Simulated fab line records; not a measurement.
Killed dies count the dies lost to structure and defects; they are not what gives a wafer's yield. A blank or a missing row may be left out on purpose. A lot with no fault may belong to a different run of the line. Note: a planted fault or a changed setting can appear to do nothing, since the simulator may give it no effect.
Chamber matching / flow n5 finfet / 4 sister chambers for N5_BEOL_M10_STRIP_36 on rie diel-06
The step strips in N2/H2. 4 wafers are shown with their chamber, then 10 later ones without.

EACH WAFER AND ITS CHAMBER
wafer=L088.1; chamber=3; drypump motor current A (A)=6.0
wafer=L088.4; chamber=2; drypump motor current A (A)=5.3
wafer=L092.2; chamber=1; drypump motor current A (A)=6.1
wafer=L092.4; chamber=0; drypump motor current A (A)=6.0

WAFERS WITHOUT THEIR CHAMBER
wafer=L092.6; drypump motor current A (A)=6.1
wafer=L093.1; drypump motor current A (A)=6.1
wafer=L093.5; drypump motor current A (A)=6.1
wafer=L093.6; drypump motor current A (A)=5.3
wafer=L096.2; drypump motor current A (A)=5.2
wafer=L096.3; drypump motor current A (A)=6.0
wafer=L096.4; drypump motor current A (A)=6.0
wafer=L097.2; drypump motor current A (A)=5.4
wafer=L097.3; drypump motor current A (A)=5.9
wafer=L097.6; drypump motor current A (A)=6.1

CHAMBER TAKEN BY EACH
wafer=L092.6; from the rows above=can't be placed: 1 or 0 or 3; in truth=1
wafer=L093.1; from the rows above=can't be placed: 1 or 0 or 3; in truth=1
wafer=L093.5; from the rows above=can't be placed: 1 or 0 or 3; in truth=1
wafer=L093.6; from the rows above=2; in truth=2
wafer=L096.2; from the rows above=2; in truth=2
wafer=L096.3; from the rows above=can't be placed: 0 or 3 or 1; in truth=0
wafer=L096.4; from the rows above=can't be placed: 0 or 3 or 1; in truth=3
wafer=L097.2; from the rows above=2; in truth=2
wafer=L097.3; from the rows above=can't be placed: 0 or 3 or 1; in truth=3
wafer=L097.6; from the rows above=can't be placed: 1 or 0 or 3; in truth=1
Correct placement for 3 of the 10. Cannot be placed on the basis of these rows: 7; the candidates contain the true chamber in 7. Placed wrongly: 0.
How it was worked out, from the rows above alone: a wafer's distance from a chamber is the root of the sum, over the readings, of the square of ((its reading less the chamber's mean) divided by the reading's scatter). The wafer belongs to the nearest chamber; if the next one is less than 2 further off, it can't be placed. For every chamber, the mean is computed from those of its wafers that are shown. The scatter: root of mean squared gap, hidden wafer to nearest shown wafer, with one shown wafer a chamber.
